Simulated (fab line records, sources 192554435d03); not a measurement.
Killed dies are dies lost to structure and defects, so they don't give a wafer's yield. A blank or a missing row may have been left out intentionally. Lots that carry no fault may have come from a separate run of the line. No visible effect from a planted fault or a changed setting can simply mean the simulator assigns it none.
Which tool was responsible? / flow n5_finfet / 11 lots with 32 wafers sampled at 4 steps, on a route of 1938 steps

== WHAT EACH GAUGE READ, for each wafer ==
N5_BEOL_M8_THK_MEAS_53: measures by xrf.
lot=L974; measured=day 9 14:22; on=film_metro-02; M8_THK (nm)=81.3 76.5 79.6
lot=L975; measured=day 9 15:17; on=film_metro-02; M8_THK (nm)=77.7 79.0 80.5
lot=L976; measured=day 9 22:35; on=film_metro-02; M8_THK (nm)=77.1 78.1 74.6
lot=L979; measured=day 10 19:10; on=film_metro-02; M8_THK (nm)=78.1 79.9 78.7
lot=L980; measured=day 10 19:13; on=film_metro-01; M8_THK (nm)=79.8 77.7 78.1
lot=L981; measured=day 11 02:58; on=film_metro-02; M8_THK (nm)=78.6 79.4 78.6
lot=L984; measured=day 11 19:03; on=film_metro-01; M8_THK (nm)=78.5 75.9 77.2
lot=L987; measured=day 12 20:17; on=film_metro-01; M8_THK (nm)=77.5 77.3
lot=L994; measured=day 14 13:05; on=film_metro-02; M8_THK (nm)=77.5 76.9 80.4
lot=L996; measured=day 15 02:12; on=film_metro-01; M8_THK (nm)=77.4 76.3 76.8
lot=L997; measured=day 15 06:11; on=film_metro-01; M8_THK (nm)=81.0 78.5 79.4

== EACH LOT AND THE TOOL THAT RAN IT (in order: tool; ch and the chambers of the sampled wafers; start) ==
lot=L974; N5_BEOL_M8_TRENCH_ETCH_37=rie_diel-02 ch 2,3, day 9 12:08 or earlier; N5_BEOL_M8_CURE_75=uv_cure-03 ch 0, day 9 12:08; N5_BEOL_M8_CVD_78=cvd_co-02 ch 0,1, day 9 13:15
lot=L975; N5_BEOL_M8_TRENCH_ETCH_37=rie_diel-04 ch 1,2,3, day 9 12:34 or earlier; N5_BEOL_M8_CURE_75=uv_cure-03 ch 0, day 9 12:34; N5_BEOL_M8_CVD_78=cvd_co-02 ch 1,2, day 9 14:03
lot=L976; N5_BEOL_M8_TRENCH_ETCH_37=rie_diel-02 ch 0,2,3, day 9 20:23 or earlier; N5_BEOL_M8_CURE_75=uv_cure-03 ch 0, day 9 20:23; N5_BEOL_M8_CVD_78=cvd_co-01 ch 0,1, day 9 21:29
lot=L979; N5_BEOL_M8_TRENCH_ETCH_37=rie_diel-06 ch 1,2,3, day 10 16:53 or earlier; N5_BEOL_M8_CURE_75=uv_cure-03 ch 0, day 10 16:53; N5_BEOL_M8_CVD_78=cvd_co-01 ch 0,2, day 10 18:05
lot=L980; N5_BEOL_M8_TRENCH_ETCH_37=rie_diel-04 ch 0,1,3, day 10 17:22 or earlier; N5_BEOL_M8_CURE_75=uv_cure-02 ch 1, day 10 17:22; N5_BEOL_M8_CVD_78=cvd_co-02 ch 1,2, day 10 18:15
lot=L981; N5_BEOL_M8_TRENCH_ETCH_37=rie_diel-04 ch 1,3, day 10 23:19 or earlier; N5_BEOL_M8_CURE_75=uv_cure-01 ch 2, day 10 23:19; N5_BEOL_M8_CVD_78=cvd_co-02 ch 0,1,2, day 11 00:22
lot=L984; N5_BEOL_M8_TRENCH_ETCH_37=rie_diel-06 ch 1,2, day 11 15:17 or earlier; N5_BEOL_M8_CURE_75=uv_cure-01 ch 0, day 11 15:17; N5_BEOL_M8_CVD_78=cvd_co-01 ch 0,1,2, day 11 18:05
lot=L987; N5_BEOL_M8_TRENCH_ETCH_37=rie_diel-04 ch 2,3, day 12 17:38 or earlier; N5_BEOL_M8_CURE_75=uv_cure-01 ch 1, day 12 17:38; N5_BEOL_M8_CVD_78=cvd_co-01 ch 1,2, day 12 18:52
lot=L994; N5_BEOL_M8_TRENCH_ETCH_37=rie_diel-04 ch 0,1,3, day 14 08:56 or earlier; N5_BEOL_M8_CURE_75=uv_cure-03 ch 2, day 14 08:56; N5_BEOL_M8_CVD_78=cvd_co-02 ch 0,1,2, day 14 12:10
lot=L996; N5_BEOL_M8_TRENCH_ETCH_37=rie_diel-06 ch 0,2, day 14 23:20 or earlier; N5_BEOL_M8_CURE_75=uv_cure-01 ch 2, day 14 23:20; N5_BEOL_M8_CVD_78=cvd_co-02 ch 0,1, day 15 00:39
lot=L997; N5_BEOL_M8_TRENCH_ETCH_37=rie_diel-04 ch 0,1,2, day 15 03:26 or earlier; N5_BEOL_M8_CURE_75=uv_cure-01 ch 2, day 15 03:26; N5_BEOL_M8_CVD_78=cvd_co-02 ch 0,2, day 15 04:50
- N5_BEOL_M8_TRENCH_ETCH_37: etches SiCOH lowk in C4F6/O2, target depth 93.478 nm, time 31.2 s.
- N5_BEOL_M8_CURE_75: cures SiCOH lowk, time 120 s.
- N5_BEOL_M8_CVD_78: deposits Co from CCTBA/H2, target thk 2 nm, time 142.3 s.

== WHAT THE TOOLS THEMSELVES READ (means of the sampled wafers that have a number; where no wafer has one, the mark that the record gives instead) ==
N5_BEOL_M8_TRENCH_ETCH_37.
lot=L974; tool=rie_diel-02; chamber_pressure_mTorr (mTorr)=30.005; drypump_motor_current_A (A)=6.0; oes_f_703_au (a.u.)=0.77; oes_product_au (a.u.)=0.77; rf_vpp_V (V)=666; showerhead_plenum_p_Torr (Torr)=2.85; throttle_valve_pct (%)=21.20
lot=L975; tool=rie_diel-04; chamber_pressure_mTorr (mTorr)=29.987; drypump_motor_current_A (A)=5.9; oes_f_703_au (a.u.)=0.85; oes_product_au (a.u.)=0.85; rf_vpp_V (V)=670; showerhead_plenum_p_Torr (Torr)=2.85; throttle_valve_pct (%)=20.86
lot=L976; tool=rie_diel-02; chamber_pressure_mTorr (mTorr)=30.000; drypump_motor_current_A (A)=5.6; oes_f_703_au (a.u.)=0.78; oes_product_au (a.u.)=0.78; rf_vpp_V (V)=663; showerhead_plenum_p_Torr (Torr)=2.82; throttle_valve_pct (%)=20.98
lot=L979; tool=rie_diel-06; chamber_pressure_mTorr (mTorr)=30.009; drypump_motor_current_A (A)=5.5; oes_f_703_au (a.u.)=0.74; oes_product_au (a.u.)=0.75; rf_vpp_V (V)=674; showerhead_plenum_p_Torr (Torr)=2.85; throttle_valve_pct (%)=21.04
lot=L980; tool=rie_diel-04; chamber_pressure_mTorr (mTorr)=30.021; drypump_motor_current_A (A)=6.2; oes_f_703_au (a.u.)=0.88; oes_product_au (a.u.)=0.89; rf_vpp_V (V)=667; showerhead_plenum_p_Torr (Torr)=2.86; throttle_valve_pct (%)=20.81
lot=L981; tool=rie_diel-04; chamber_pressure_mTorr (mTorr)=30.010; drypump_motor_current_A (A)=6.0; oes_f_703_au (a.u.)=0.84; oes_product_au (a.u.)=0.85; rf_vpp_V (V)=672; showerhead_plenum_p_Torr (Torr)=2.92; throttle_valve_pct (%)=20.82
lot=L984; tool=rie_diel-06; chamber_pressure_mTorr (mTorr)=29.998; drypump_motor_current_A (A)=5.8; oes_f_703_au (a.u.)=0.72; oes_product_au (a.u.)=0.72; rf_vpp_V (V)=674; showerhead_plenum_p_Torr (Torr)=2.87; throttle_valve_pct (%)=21.13
lot=L987; tool=rie_diel-04; chamber_pressure_mTorr (mTorr)=29.991; drypump_motor_current_A (A)=5.9; oes_f_703_au (a.u.)=0.78; oes_product_au (a.u.)=0.79; rf_vpp_V (V)=674; showerhead_plenum_p_Torr (Torr)=2.87; throttle_valve_pct (%)=20.93
lot=L994; tool=rie_diel-04; chamber_pressure_mTorr (mTorr)=29.972; drypump_motor_current_A (A)=6.2; oes_f_703_au (a.u.)=0.83; oes_product_au (a.u.)=0.84; rf_vpp_V (V)=667; showerhead_plenum_p_Torr (Torr)=2.85; throttle_valve_pct (%)=20.85
lot=L996; tool=rie_diel-06; chamber_pressure_mTorr (mTorr)=30.002; drypump_motor_current_A (A)=6.5; oes_f_703_au (a.u.)=0.71; oes_product_au (a.u.)=0.72; rf_vpp_V (V)=667; showerhead_plenum_p_Torr (Torr)=2.71; throttle_valve_pct (%)=20.69
lot=L997; tool=rie_diel-04; chamber_pressure_mTorr (mTorr)=29.991; drypump_motor_current_A (A)=6.1; oes_f_703_au (a.u.)=0.83; oes_product_au (a.u.)=0.82; rf_vpp_V (V)=665; showerhead_plenum_p_Torr (Torr)=2.77; throttle_valve_pct (%)=20.92

N5_BEOL_M8_CURE_75.
lot=L974; tool=uv_cure-03; lamp_power_pct (%)=52.31; wafer_temp_C_max=372.0
lot=L975; tool=uv_cure-03; lamp_power_pct (%)=52.33; wafer_temp_C_max=372.4
lot=L976; tool=uv_cure-03; lamp_power_pct (%)=52.28; wafer_temp_C_max=371.7
lot=L979; tool=uv_cure-03; lamp_power_pct (%)=52.36; wafer_temp_C_max=371.7
lot=L980; tool=uv_cure-02; lamp_power_pct (%)=52.33; wafer_temp_C_max=372.3
lot=L981; tool=uv_cure-01; lamp_power_pct (%)=52.34; wafer_temp_C_max=371.6
lot=L984; tool=uv_cure-01; lamp_power_pct (%)=52.34; wafer_temp_C_max=370.9
lot=L987; tool=uv_cure-01; lamp_power_pct (%)=52.33; wafer_temp_C_max=372.1
lot=L994; tool=uv_cure-03; lamp_power_pct (%)=52.30; wafer_temp_C_max=371.6
lot=L996; tool=uv_cure-01; lamp_power_pct (%)=52.33; wafer_temp_C_max=371.7
lot=L997; tool=uv_cure-01; lamp_power_pct (%)=52.32; wafer_temp_C_max=371.7

N5_BEOL_M8_CVD_78.
lot=L974; tool=cvd_co-02; chamber_pressure_Torr (Torr)=29.98; run_length_s (s)=165.2
lot=L975; tool=cvd_co-02; chamber_pressure_Torr (Torr)=29.93; run_length_s (s)=165.7
lot=L976; tool=cvd_co-01; chamber_pressure_Torr (Torr)=29.94; run_length_s (s)=165.9
lot=L979; tool=cvd_co-01; chamber_pressure_Torr (Torr)=29.99; run_length_s (s)=165.9
lot=L980; tool=cvd_co-02; chamber_pressure_Torr (Torr)=30.04; run_length_s (s)=165.5
lot=L981; tool=cvd_co-02; chamber_pressure_Torr (Torr)=29.95; run_length_s (s)=165.8
lot=L984; tool=cvd_co-01; chamber_pressure_Torr (Torr)=29.96; run_length_s (s)=165.8
lot=L987; tool=cvd_co-01; chamber_pressure_Torr (Torr)=29.95; run_length_s (s)=268.0
lot=L994; tool=cvd_co-02; chamber_pressure_Torr (Torr)=30.03; run_length_s (s)=165.4
lot=L996; tool=cvd_co-02; chamber_pressure_Torr (Torr)=29.99; run_length_s (s)=165.0
lot=L997; tool=cvd_co-02; chamber_pressure_Torr (Torr)=29.96; run_length_s (s)=165.5

== THE ANSWER, worked out from the rows above alone ==
Rule: usual is defined by the lots themselves. Put in order of their means at a reading, lots are off if they are a third of the lots or fewer, leave a main group of 4 or more, and stand apart from it by a gap of 3 or more times the standard deviation of the main group's means; of several such gaps the widest counts. Not used: any main group whose means are identical at the precision the tables above print for the reading. Also off: a lot with no number at a reading for which 4 or more lots have one. The other lots that the step has rows for count as sound. The gauges are gone through in route order, then the tools' own readings, and for those a lot's mean is taken as printed above. The first step at which some lot is off is used, and at that step the reading that is off furthest; a lot without a number counts as furthest.
Off at N5_BEOL_M8_CVD_78 (run_length_s): L987. The main group has a mean of 165.6 s with a standard deviation of 0.29.
If a tool, at that step or one of the process steps before it, ran each lot that is off and ran no sound lot following the first of them, it fits. N5_BEOL_M8_TRENCH_ETCH_37: start missing for some lots; hours and lot order therefore follow N5_BEOL_M8_CURE_75. One fits: cvd_co-01 at N5_BEOL_M8_CVD_78. A fault onset in the window from L984 (day 11 18:05, its last sound lot) to L987 (day 12 18:52, its first lot off) fits.
The tool's own readings at N5_BEOL_M8_CVD_78 bear it out: on the lots that are off they differ by more than 5 times the standard deviation of the sound lots' means. run_length_s reads 268.0 s there against 165.6 s on the sound lots.

== WHAT THE SIMULATOR HAD PUT IN ==
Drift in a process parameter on cvd_co-01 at N5_BEOL_M8_CVD_78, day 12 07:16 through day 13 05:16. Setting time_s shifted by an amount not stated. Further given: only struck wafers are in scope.
Shown lots that were struck: L987. The rule above found the same.
